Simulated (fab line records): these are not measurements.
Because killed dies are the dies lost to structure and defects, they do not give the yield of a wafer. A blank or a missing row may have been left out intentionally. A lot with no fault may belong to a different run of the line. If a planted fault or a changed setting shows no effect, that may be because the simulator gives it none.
Which tool was responsible? || flow nand harc || 36 wafers from 12 lots sampled at 6 of the route's 1302 steps

== WHAT EACH GAUGE READ, for each wafer ==
NHARC_A_SOURCE_PLATE_THK_MEAS_09: measures by ellipsometry.
{"lot": "L749", "measured": "day 8 01:07", "on": "film metro-02", "thk nm (nm)": "11.0 11.4 10.9"}
{"lot": "L750", "measured": "day 8 09:38", "on": "film metro-01", "thk nm (nm)": "11.9 10.1 11.6"}
{"lot": "L751", "measured": "day 8 19:07", "on": "film metro-01", "thk nm (nm)": "9.7 10.7 10.6"}
{"lot": "L752", "measured": "day 9 04:35", "on": "film metro-02", "thk nm (nm)": "8.6 10.5 7.9"}
{"lot": "L753", "measured": "day 9 14:02", "on": "film metro-01", "thk nm (nm)": "8.7 10.3 9.9"}
{"lot": "L754", "measured": "day 10 06:43", "on": "film metro-01", "thk nm (nm)": "10.1 10.7 7.4"}
{"lot": "L755", "measured": "day 10 06:43", "on": "film metro-02", "thk nm (nm)": "9.2 9.9 9.0"}
{"lot": "L758", "measured": "day 11 21:19", "on": "film metro-02", "thk nm (nm)": "15.8 15.6 16.1"}
{"lot": "L763", "measured": "day 14 07:19", "on": "film metro-01", "thk nm (nm)": "16.8 15.9 14.7"}
{"lot": "L765", "measured": "day 14 14:16", "on": "film metro-01", "thk nm (nm)": "9.8 9.0 11.0"}
{"lot": "L766", "measured": "day 15 13:43", "on": "film metro-02", "thk nm (nm)": "15.3 16.2 14.6"}
{"lot": "L768", "measured": "day 16 06:55", "on": "film metro-01", "thk nm (nm)": "9.8 9.0 8.8"}

NHARC_A_ONON_D1_THK_MEAS_02: measures by ellipsometry.
{"lot": "L749", "measured": "day 8 14:17", "on": "film metro-01", "thk nm (nm)": "998 998 996"}
{"lot": "L750", "measured": "day 8 22:52", "on": "film metro-02", "thk nm (nm)": "1001 1000 1001"}
{"lot": "L751", "measured": "day 9 09:35", "on": "film metro-02", "thk nm (nm)": "997 997 995"}
{"lot": "L752", "measured": "day 9 18:18", "on": "film metro-02", "thk nm (nm)": "991 992 991"}
{"lot": "L753", "measured": "day 10 03:46", "on": "film metro-01", "thk nm (nm)": "993 994 992"}
{"lot": "L754", "measured": "day 10 20:31", "on": "film metro-01", "thk nm (nm)": "1010 1011 1009"}
{"lot": "L755", "measured": "day 10 20:31", "on": "film metro-02", "thk nm (nm)": "1000 998 1000"}
{"lot": "L758", "measured": "day 12 07:15", "on": "film metro-02", "thk nm (nm)": "1005 1006 1006"}
{"lot": "L763", "measured": "day 14 16:12", "on": "film metro-02", "thk nm (nm)": "989 991 989"}
{"lot": "L765", "measured": "day 15 05:04", "on": "film metro-01", "thk nm (nm)": "1004 1006 1005"}
{"lot": "L766", "measured": "day 15 22:02", "on": "film metro-01", "thk nm (nm)": "1001 1003 1002"}
{"lot": "L768", "measured": "day 16 20:09", "on": "film metro-01", "thk nm (nm)": "1013 1014 1014"}

NHARC_END_SORT_01.
{"lot": "L766", "measured": "day 33 00:23", "on": "prober-01", "killed at array": 37, "killed at other": 0, "killed at periphery": 2, "killed dies": 39, "killed open": 2, "killed short": 1}

== TOOL THAT RAN EACH LOT (tool first, then ch and the chambers of the sampled wafers, then the start) ==
{"lot": "L749", "NHARC_P_BONDPAD_DEGAS_25": "pvd sputter-03, day 7 15:32", "NHARC_P_BONDPAD_ACTIVATE_29": "rie diel-12 ch 0,1,2, day 7 17:13", "NHARC_A_SOURCE_PLATE_OXIDE_02": "furnace-06 ch 0, day 7 21:05"}
{"lot": "L750", "NHARC_P_BONDPAD_DEGAS_25": "pvd sputter-02, day 7 22:11", "NHARC_P_BONDPAD_ACTIVATE_29": "rie diel-02 ch 1,2,3, day 8 00:07", "NHARC_A_SOURCE_PLATE_OXIDE_02": "furnace-06 ch 0, day 8 05:35"}
{"lot": "L751", "NHARC_P_BONDPAD_DEGAS_25": "pvd sputter-01, day 8 04:15", "NHARC_P_BONDPAD_ACTIVATE_29": "rie diel-02 ch 1,2,3, day 8 05:58", "NHARC_A_SOURCE_PLATE_OXIDE_02": "furnace-05 ch 0, day 8 15:05"}
{"lot": "L752", "NHARC_P_BONDPAD_DEGAS_25": "pvd sputter-01, day 8 17:01", "NHARC_P_BONDPAD_ACTIVATE_29": "rie diel-12 ch 0,2,3, day 8 18:46", "NHARC_A_SOURCE_PLATE_OXIDE_02": "furnace-05 ch 0, day 9 00:34"}
{"lot": "L753", "NHARC_P_BONDPAD_DEGAS_25": "pvd sputter-02, day 9 02:19", "NHARC_P_BONDPAD_ACTIVATE_29": "rie diel-10 ch 0,1,2, day 9 04:01", "NHARC_A_SOURCE_PLATE_OXIDE_02": "furnace-05 ch 0, day 9 10:02"}
{"lot": "L754", "NHARC_P_BONDPAD_DEGAS_25": "pvd sputter-02, day 9 19:31", "NHARC_P_BONDPAD_ACTIVATE_29": "rie diel-12 ch 0,2, day 9 21:12", "NHARC_A_SOURCE_PLATE_OXIDE_02": "furnace-06 ch 0, day 10 02:37"}
{"lot": "L755", "NHARC_P_BONDPAD_DEGAS_25": "pvd sputter-03, day 9 19:59", "NHARC_P_BONDPAD_ACTIVATE_29": "rie diel-02 ch 0,1, day 9 21:40", "NHARC_A_SOURCE_PLATE_OXIDE_02": "furnace-06 ch 0, day 10 02:37"}
{"lot": "L758", "NHARC_P_BONDPAD_DEGAS_25": "pvd sputter-03, day 11 05:52", "NHARC_P_BONDPAD_ACTIVATE_29": "rie diel-12 ch 0,2,3, day 11 07:33", "NHARC_A_SOURCE_PLATE_OXIDE_02": "furnace-06, day 11 13:02 and furnace-01 ch 0, day 11 16:58"}
{"lot": "L763", "NHARC_P_BONDPAD_DEGAS_25": "pvd sputter-02, day 13 15:03", "NHARC_P_BONDPAD_ACTIVATE_29": "rie diel-12 ch 1,2, day 13 16:45", "NHARC_A_SOURCE_PLATE_OXIDE_02": "furnace-05 ch 0, day 13 22:44 and furnace-01 ch 0, day 14 02:54"}
{"lot": "L765", "NHARC_P_BONDPAD_DEGAS_25": "pvd sputter-01, day 14 02:31", "NHARC_P_BONDPAD_ACTIVATE_29": "rie diel-12 ch 0,2,3, day 14 04:16", "NHARC_A_SOURCE_PLATE_OXIDE_02": "furnace-05 ch 0, day 14 10:13"}
{"lot": "L766", "NHARC_P_BONDPAD_DEGAS_25": "pvd sputter-02, day 14 20:16", "NHARC_P_BONDPAD_ACTIVATE_29": "rie diel-12 ch 0,2,3, day 14 21:56", "NHARC_A_SOURCE_PLATE_OXIDE_02": "furnace-06 ch 0, day 15 03:38 and furnace-01 ch 0, day 15 09:18"}
{"lot": "L768", "NHARC_P_BONDPAD_DEGAS_25": "pvd sputter-02, day 15 18:49", "NHARC_P_BONDPAD_ACTIVATE_29": "rie diel-02 ch 0,2, day 15 20:29", "NHARC_A_SOURCE_PLATE_OXIDE_02": "furnace-01 ch 0, day 16 02:50"}
- NHARC_P_BONDPAD_DEGAS_25: time 60 s.
- NHARC_P_BONDPAD_ACTIVATE_29: chemistry N2, time 60 s.
- NHARC_A_SOURCE_PLATE_OXIDE_02: material SiO2, target thk 10 nm, ox time 1362 s.

== WHAT THE TOOLS THEMSELVES READ (means of the sampled wafers that have a number; where no wafer has one, the mark that the record gives instead) ==
NHARC_P_BONDPAD_DEGAS_25.
{"lot": "L749", "tool": "pvd sputter-03", "heater power w (W)": 462}
{"lot": "L750", "tool": "pvd sputter-02", "heater power w (W)": 480}
{"lot": "L751", "tool": "pvd sputter-01", "heater power w (W)": 501}
{"lot": "L752", "tool": "pvd sputter-01", "heater power w (W)": 467}
{"lot": "L753", "tool": "pvd sputter-02", "heater power w (W)": 502}
{"lot": "L754", "tool": "pvd sputter-02", "heater power w (W)": 494}
{"lot": "L755", "tool": "pvd sputter-03", "heater power w (W)": 467}
{"lot": "L758", "tool": "pvd sputter-03", "heater power w (W)": 445}
{"lot": "L763", "tool": "pvd sputter-02", "heater power w (W)": 456}
{"lot": "L765", "tool": "pvd sputter-01", "heater power w (W)": 465}
{"lot": "L766", "tool": "pvd sputter-02", "heater power w (W)": 499}
{"lot": "L768", "tool": "pvd sputter-02", "heater power w (W)": 481}

NHARC_P_BONDPAD_ACTIVATE_29.
{"lot": "L749", "tool": "rie diel-12", "drypump motor current A (A)": 5.4, "oes product au (a.u.)": 0.998, "rf vpp V (V)": 63.6, "showerhead plenum p Torr (Torr)": 1.74}
{"lot": "L750", "tool": "rie diel-02", "drypump motor current A (A)": 5.6, "oes product au (a.u.)": 0.993, "rf vpp V (V)": 64.4, "showerhead plenum p Torr (Torr)": 1.81}
{"lot": "L751", "tool": "rie diel-02", "drypump motor current A (A)": 5.6, "oes product au (a.u.)": 0.999, "rf vpp V (V)": 65.5, "showerhead plenum p Torr (Torr)": 1.81}
{"lot": "L752", "tool": "rie diel-12", "drypump motor current A (A)": 5.6, "oes product au (a.u.)": 1.008, "rf vpp V (V)": 63.9, "showerhead plenum p Torr (Torr)": 1.67}
{"lot": "L753", "tool": "rie diel-10", "drypump motor current A (A)": 6.0, "oes product au (a.u.)": 0.986, "rf vpp V (V)": 63.4, "showerhead plenum p Torr (Torr)": 1.75}
{"lot": "L754", "tool": "rie diel-12", "drypump motor current A (A)": 5.6, "oes product au (a.u.)": 1.009, "rf vpp V (V)": 64.3, "showerhead plenum p Torr (Torr)": 1.67}
{"lot": "L755", "tool": "rie diel-02", "drypump motor current A (A)": 5.2, "oes product au (a.u.)": 1.004, "rf vpp V (V)": 63.9, "showerhead plenum p Torr (Torr)": 1.75}
{"lot": "L758", "tool": "rie diel-12", "drypump motor current A (A)": 5.6, "oes product au (a.u.)": 0.995, "rf vpp V (V)": 63.2, "showerhead plenum p Torr (Torr)": 1.67}
{"lot": "L763", "tool": "rie diel-12", "drypump motor current A (A)": 5.6, "oes product au (a.u.)": 1.004, "rf vpp V (V)": 62.9, "showerhead plenum p Torr (Torr)": 1.75}
{"lot": "L765", "tool": "rie diel-12", "drypump motor current A (A)": 5.6, "oes product au (a.u.)": 1.012, "rf vpp V (V)": 63.0, "showerhead plenum p Torr (Torr)": 1.67}
{"lot": "L766", "tool": "rie diel-12", "drypump motor current A (A)": 5.7, "oes product au (a.u.)": 0.997, "rf vpp V (V)": 63.0, "showerhead plenum p Torr (Torr)": 1.67}
{"lot": "L768", "tool": "rie diel-02", "drypump motor current A (A)": 5.4, "oes product au (a.u.)": 0.995, "rf vpp V (V)": 64.6, "showerhead plenum p Torr (Torr)": 1.82}

NHARC_A_SOURCE_PLATE_OXIDE_02.
{"lot": "L749", "tool": "furnace-06", "zone power bottom pct (%)": 28.1, "zone power centre pct (%)": 20.7}
{"lot": "L750", "tool": "furnace-06", "zone power bottom pct (%)": 28.0, "zone power centre pct (%)": 20.6}
{"lot": "L751", "tool": "furnace-05", "zone power bottom pct (%)": 25.4, "zone power centre pct (%)": 17.3}
{"lot": "L752", "tool": "furnace-05", "zone power bottom pct (%)": 25.4, "zone power centre pct (%)": 17.3}
{"lot": "L753", "tool": "furnace-05", "zone power bottom pct (%)": 25.8, "zone power centre pct (%)": 17.4}
{"lot": "L754", "tool": "furnace-06", "zone power bottom pct (%)": 28.2, "zone power centre pct (%)": 20.4}
{"lot": "L755", "tool": "furnace-06", "zone power bottom pct (%)": 28.0, "zone power centre pct (%)": 20.6}
{"lot": "L758", "tool": "furnace-06/furnace-01", "zone power bottom pct (%)": 25.8, "zone power centre pct (%)": 19.6}
{"lot": "L763", "tool": "furnace-05/furnace-01", "zone power bottom pct (%)": 24.8, "zone power centre pct (%)": 18.1}
{"lot": "L765", "tool": "furnace-05", "zone power bottom pct (%)": 25.6, "zone power centre pct (%)": 17.4}
{"lot": "L766", "tool": "furnace-06/furnace-01", "zone power bottom pct (%)": 25.9, "zone power centre pct (%)": 19.6}
{"lot": "L768", "tool": "furnace-01", "zone power bottom pct (%)": 23.9, "zone power centre pct (%)": 18.8}

== THE ANSWER, worked out from the rows above alone ==
Rule: usual is defined by the lots themselves. Put in order of their means at a reading, lots are off if they are a third of the lots or fewer, leave a main group of 4 or more, and stand apart from it by a gap of 3 or more times the standard deviation of the main group's means; of several such gaps the widest counts. A main group is skipped when, at the precision printed for the reading in the tables above, its means are all equal. A lot without any number at a reading at which 4 lots or more have one is off too. All remaining lots with rows at the step are treated as sound. Order of review: gauges by route order, followed by the tools' own readings, for which a lot's mean as printed above is used. The first step at which some lot is off is used, and at that step the reading that is off furthest; a lot without a number counts as furthest.
Off, at NHARC_A_SOURCE_PLATE_THK_MEAS_09 on thk nm: L758, L763, L766. The main group has a mean of 9.9 nm with a standard deviation of 0.76.
If a tool, at a process step before that reading, ran all the lots that are off and no sound lot after the first of them, it fits. Gauges at NHARC_A_SOURCE_PLATE_THK_MEAS_09: tried the same way as those tools. No candidate that was tried fits.

== WHAT WAS PUT IN BY THE SIMULATOR ==
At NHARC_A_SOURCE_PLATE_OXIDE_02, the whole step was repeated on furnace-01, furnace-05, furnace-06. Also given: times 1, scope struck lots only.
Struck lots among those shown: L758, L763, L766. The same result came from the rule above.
